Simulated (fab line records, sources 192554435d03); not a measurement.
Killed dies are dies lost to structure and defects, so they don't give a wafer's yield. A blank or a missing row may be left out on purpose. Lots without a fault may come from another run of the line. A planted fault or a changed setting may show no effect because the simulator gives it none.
Which tool did it? | flow n5_finfet | 10 lots, 30 wafers sampled, at 3 steps of a route of 1938

WHAT THE GAUGES READ, wafer by wafer
N5_MIM_BOT_LITHO_CD_MEAS_08: target cd 3000 nm.
lot  | measured     | on        | cd_nm (nm)
L293 | day 12 09:55 | cd_sem-03 | 2998.3 2998.7 2999.8
L295 | day 12 09:45 | cd_sem-02 | 3000.7 3001.7 3000.2
L296 | day 12 13:41 | cd_sem-02 | 2999.9 2998.9 2998.5
L297 | day 13 02:56 | cd_sem-02 | 2998.1 2997.5 2994.9
L298 | day 13 16:28 | cd_sem-03 | 2995.8 2998.9 2999.0
L299 | day 13 16:55 | cd_sem-02 | 3001.5 2997.4 3000.5
L305 | day 15 17:34 | cd_sem-03 | 2999.0 2998.9 2999.1
L311 | day 16 22:02 | cd_sem-01 | 2999.9 3001.0 2998.8
L314 | day 18 04:11 | cd_sem-01 | 3000.1 3000.1 2999.2
L313 | day 18 05:03 | cd_sem-01 | 3001.3 3000.8 3001.4

WHICH TOOL RAN EACH LOT (tool, then ch and the chambers of the sampled wafers, then the start)
lot  | N5_BEOL_M8_STRIP_36                | N5_MIM_TOP_ALD_00
L293 | rie_diel-02 ch 1,2,3, day 9 11:40  | ald_hk-03 ch 1,3, day 12 07:41
L295 | rie_diel-02 ch 1,2,3, day 9 19:10  | ald_hk-02 ch 0,1, day 12 07:10
L296 | rie_diel-02 ch 0,1,3, day 10 02:52 | ald_hk-01 ch 0,1,2, day 12 11:26
L297 | rie_diel-02 ch 0,2, day 10 06:27   | ald_hk-03 ch 0,1,3, day 12 17:58
L298 | rie_diel-04 ch 0,3, day 10 17:07   | ald_hk-03 ch 0,1,3, day 13 13:49
L299 | rie_diel-02 ch 0,2, day 11 03:07   | ald_hk-02 ch 0,2,3, day 13 14:07
L305 | rie_diel-02 ch 0,1,2, day 13 08:39 | ald_hk-02 ch 0,1,3, day 15 13:04
L311 | rie_diel-05 ch 0,1,2, day 14 11:46 | ald_hk-01 ch 0,1,3, day 16 19:47
L314 | rie_diel-04 ch 0,1, day 14 23:58   | ald_hk-03 ch 2,3, day 17 22:16
L313 | rie_diel-05 ch 0,3, day 15 09:44   | ald_hk-03 ch 0,1,2, day 18 03:08
- N5_BEOL_M8_STRIP_36: strips in N2/H2.
- N5_MIM_TOP_ALD_00: deposits Al2O3, purge time 3 s, co reactant pulse time 3 s.

THE ANSWER, worked out from the rows above alone
Rule: what is usual is taken from the lots themselves. Put in order of their means at a reading, lots are off if they are a third of the lots or fewer, leave a main group of 4 or more, and stand apart from it by a gap of 3 or more times the standard deviation of the main group's means; of several such gaps the widest counts. A main group whose means are all the same, to the digits that the tables above print for the reading, isn't used. A lot without any number at a reading at which 4 lots or more have one is off too. The other lots that the step has rows for count as sound.
No lot is off at any reading shown: from this, nothing can be told.

WHAT THE SIMULATOR HAD PUT IN
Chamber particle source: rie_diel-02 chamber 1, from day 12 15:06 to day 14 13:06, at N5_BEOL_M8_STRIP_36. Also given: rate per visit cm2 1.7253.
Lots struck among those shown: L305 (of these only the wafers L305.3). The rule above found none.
